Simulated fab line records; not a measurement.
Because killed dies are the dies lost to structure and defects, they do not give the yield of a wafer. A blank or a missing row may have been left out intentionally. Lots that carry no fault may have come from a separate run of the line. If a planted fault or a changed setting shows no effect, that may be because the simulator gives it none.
Split-lot experiment || flow n5_finfet || 7 lots, 21 wafers read, on a route of 1938 steps

THE SPLIT
At N5_BEOL_M3_HM_DEP_02 (deposits TiN, target thk 20 nm), the setting target_thk_a was moved away from the recipe's 200 angstrom on 6 of the 21 wafers read, by -5.4% to +12.2%. For the rest of the wafers, this setting stayed at what the recipe calls for.

FROM THE SPLIT TO THE READING: what the file shows between them, 8 steps
- N5_BEOL_M3_COAT_61: time 60 s, resist thk 60 nm
- N5_BEOL_M3_COAT_62: time 60 s, resist thk 12 nm
- N5_BEOL_M3_STRIP_75: strips in N2/H2
- N5_BEOL_M3_STRIP_66: strips in CF4
- N5_BEOL_M3_HM_OPEN_17: chemistry Cl2/BCl3, target TiN, target depth 20 nm, overetch 6 nm
- N5_BEOL_M3_STRIP_19: strips in O2
- N5_BEOL_M3_STRIP_83: strips in C4F6/O2
- N5_BEOL_M3_STRIP_36: strips in N2/H2

THE READING
TiN_of_BEOL_M3_HM_DEP_02.thk_nm (the simulator's own value, which no gauge read), in nm, at N5_BEOL_M3_TRENCH_ETCH_37 (etches SiOC in C4F6/O2, target depth 55.555 nm, time 29.2 s). The file gives no usual value for it. Average 17.7 nm, standard deviation 0.43 nm, over the 15 wafers here run with the recipe.

{"wafer": "L078.1", "tool, chamber at the split": "pvd_sputter-01, -", "target_thk_a as run, angstrom": 200, "against the recipe": "recipe", "TiN_of_BEOL_M3_HM_DEP_02.thk_nm, nm": 18, "against lot-mates on the recipe": "-"}
{"wafer": "L078.5", "tool, chamber at the split": "pvd_sputter-01, -", "target_thk_a as run, angstrom": 200, "against the recipe": "recipe", "TiN_of_BEOL_M3_HM_DEP_02.thk_nm, nm": 18, "against lot-mates on the recipe": "-"}
{"wafer": "L078.6", "tool, chamber at the split": "pvd_sputter-01, -", "target_thk_a as run, angstrom": 200, "against the recipe": "recipe", "TiN_of_BEOL_M3_HM_DEP_02.thk_nm, nm": 18, "against lot-mates on the recipe": "-"}
{"wafer": "L084.4", "tool, chamber at the split": "pvd_sputter-02, -", "target_thk_a as run, angstrom": 224.3, "against the recipe": "+12.2%", "TiN_of_BEOL_M3_HM_DEP_02.thk_nm, nm": 19.4, "against lot-mates on the recipe": "+2.3"}
{"wafer": "L084.5", "tool, chamber at the split": "pvd_sputter-02, -", "target_thk_a as run, angstrom": 200, "against the recipe": "recipe", "TiN_of_BEOL_M3_HM_DEP_02.thk_nm, nm": 17.8, "against lot-mates on the recipe": "-"}
{"wafer": "L084.6", "tool, chamber at the split": "pvd_sputter-02, -", "target_thk_a as run, angstrom": 200, "against the recipe": "recipe", "TiN_of_BEOL_M3_HM_DEP_02.thk_nm, nm": 16.4, "against lot-mates on the recipe": "-"}
{"wafer": "L085.4", "tool, chamber at the split": "pvd_sputter-03, -", "target_thk_a as run, angstrom": 200, "against the recipe": "recipe", "TiN_of_BEOL_M3_HM_DEP_02.thk_nm, nm": 18, "against lot-mates on the recipe": "-"}
{"wafer": "L085.5", "tool, chamber at the split": "pvd_sputter-03, -", "target_thk_a as run, angstrom": 219.5, "against the recipe": "+9.7%", "TiN_of_BEOL_M3_HM_DEP_02.thk_nm, nm": 19.8, "against lot-mates on the recipe": "+1.9"}
{"wafer": "L085.6", "tool, chamber at the split": "pvd_sputter-03, -", "target_thk_a as run, angstrom": 200, "against the recipe": "recipe", "TiN_of_BEOL_M3_HM_DEP_02.thk_nm, nm": 17.8, "against lot-mates on the recipe": "-"}
{"wafer": "L087.3", "tool, chamber at the split": "pvd_sputter-02, -", "target_thk_a as run, angstrom": 200, "against the recipe": "recipe", "TiN_of_BEOL_M3_HM_DEP_02.thk_nm, nm": 18, "against lot-mates on the recipe": "-"}
{"wafer": "L087.5", "tool, chamber at the split": "pvd_sputter-02, -", "target_thk_a as run, angstrom": 200, "against the recipe": "recipe", "TiN_of_BEOL_M3_HM_DEP_02.thk_nm, nm": 17, "against lot-mates on the recipe": "-"}
{"wafer": "L087.6", "tool, chamber at the split": "pvd_sputter-02, -", "target_thk_a as run, angstrom": 200, "against the recipe": "recipe", "TiN_of_BEOL_M3_HM_DEP_02.thk_nm, nm": 17.4, "against lot-mates on the recipe": "-"}
{"wafer": "L089.1", "tool, chamber at the split": "pvd_sputter-01, -", "target_thk_a as run, angstrom": 200, "against the recipe": "recipe", "TiN_of_BEOL_M3_HM_DEP_02.thk_nm, nm": 17.8, "against lot-mates on the recipe": "-"}
{"wafer": "L089.2", "tool, chamber at the split": "pvd_sputter-01, -", "target_thk_a as run, angstrom": 200, "against the recipe": "recipe", "TiN_of_BEOL_M3_HM_DEP_02.thk_nm, nm": 17.8, "against lot-mates on the recipe": "-"}
{"wafer": "L089.4", "tool, chamber at the split": "pvd_sputter-01, -", "target_thk_a as run, angstrom": 189.2, "against the recipe": "-5.4%", "TiN_of_BEOL_M3_HM_DEP_02.thk_nm, nm": 16, "against lot-mates on the recipe": -1.8}
{"wafer": "L094.1", "tool, chamber at the split": "pvd_sputter-02, -", "target_thk_a as run, angstrom": 200, "against the recipe": "recipe", "TiN_of_BEOL_M3_HM_DEP_02.thk_nm, nm": 17.6, "against lot-mates on the recipe": "-"}
{"wafer": "L094.4", "tool, chamber at the split": "pvd_sputter-02, -", "target_thk_a as run, angstrom": 212, "against the recipe": "+6.0%", "TiN_of_BEOL_M3_HM_DEP_02.thk_nm, nm": 18.6, "against lot-mates on the recipe": "+1.0"}
{"wafer": "L094.5", "tool, chamber at the split": "pvd_sputter-02, -", "target_thk_a as run, angstrom": 212, "against the recipe": "+6.0%", "TiN_of_BEOL_M3_HM_DEP_02.thk_nm, nm": 18.6, "against lot-mates on the recipe": "+1.0"}
{"wafer": "L097.1", "tool, chamber at the split": "pvd_sputter-03, -", "target_thk_a as run, angstrom": 222.1, "against the recipe": "+11.1%", "TiN_of_BEOL_M3_HM_DEP_02.thk_nm, nm": 19.8, "against lot-mates on the recipe": "+2.0"}
{"wafer": "L097.2", "tool, chamber at the split": "pvd_sputter-03, -", "target_thk_a as run, angstrom": 200, "against the recipe": "recipe", "TiN_of_BEOL_M3_HM_DEP_02.thk_nm, nm": 17.8, "against lot-mates on the recipe": "-"}
{"wafer": "L097.6", "tool, chamber at the split": "pvd_sputter-03, -", "target_thk_a as run, angstrom": 200, "against the recipe": "recipe", "TiN_of_BEOL_M3_HM_DEP_02.thk_nm, nm": 17.8, "against lot-mates on the recipe": "-"}

THE FIT
A straight line over all 21 wafers: TiN_of_BEOL_M3_HM_DEP_02.thk_nm changes by +0.188 nm for each +1% of target_thk_a; r = +0.89; the points scatter about the line by 0.44 nm.
The same after taking each lot's own level away (the mean of its wafers on the recipe; 21 wafers): +0.2 nm for each +1%; r = +0.94; scatter 0.33 nm.
That fit puts the effect of the largest move of target_thk_a on the reading at 2.4 nm.
Measured against the standard deviation above, the lots' own levels, which go from 17.10 to 18.00 nm, span 2.1 times it.
The two slopes are in agreement: the lot-to-lot level therefore moves the slope only a little.
Check: for one of the wafers moved furthest among these (+12.2%), held out of the fit, the line's prediction against its lot-mates is +2.38 nm. Against them it came out at +2.3 nm.

OTHER SPLITS ON THESE WAFERS
Other splits were also applied to these wafers ahead of the reading. Each is held against what the fit with the lots' levels taken away leaves over:
{"other split on the same wafers": "N5_BEOL_M2_COAT_62 spin_rpm", "wafers away from the commonest value": 6, "r with TiN_of_BEOL_M3_HM_DEP_02.thk_nm (lot level and that fit taken away)": -0.01}
{"other split on the same wafers": "N5_BEOL_M3_ILD_DEP_00 time_s", "wafers away from the commonest value": 8, "r with TiN_of_BEOL_M3_HM_DEP_02.thk_nm (lot level and that fit taken away)": "+0.11"}

THE WHOLE CHAIN: every reading that the file lists as answering this split, in the file's order
{"step": "N5_BEOL_M3_HM_DEP_02", "what it does": "deposits TiN, target thk 20 nm", "reading": "TiN_of_BEOL_M3_HM_DEP_02.thk_nm (the simulator's own value, which no gauge read)", "change (the file's fit)": "+0.19 nm for each +1% of the setting", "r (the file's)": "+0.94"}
{"step": "N5_BEOL_M3_HM_OPEN_17", "what it does": "chemistry Cl2/BCl3, target TiN, target depth 20 nm, overetch 6 nm", "reading": "etch.depth_nm (the simulator's own value, which no gauge read)", "change (the file's fit)": "+0.193 nm for each +1% of the setting", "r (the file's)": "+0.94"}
{"step": "N5_BEOL_M3_TRENCH_ETCH_37", "what it does": "etches SiOC in C4F6/O2, target depth 55.555 nm, time 29.2 s", "reading": "TiN_of_BEOL_M3_HM_DEP_02.thk_nm (the simulator's own value, which no gauge read)", "change (the file's fit)": "+0.196 nm for each +1% of the setting", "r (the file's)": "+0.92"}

FILE'S OWN FIT
TiN_of_BEOL_M3_HM_DEP_02.thk_nm changes by +0.196 nm for each +1% of target_thk_a, r = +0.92.
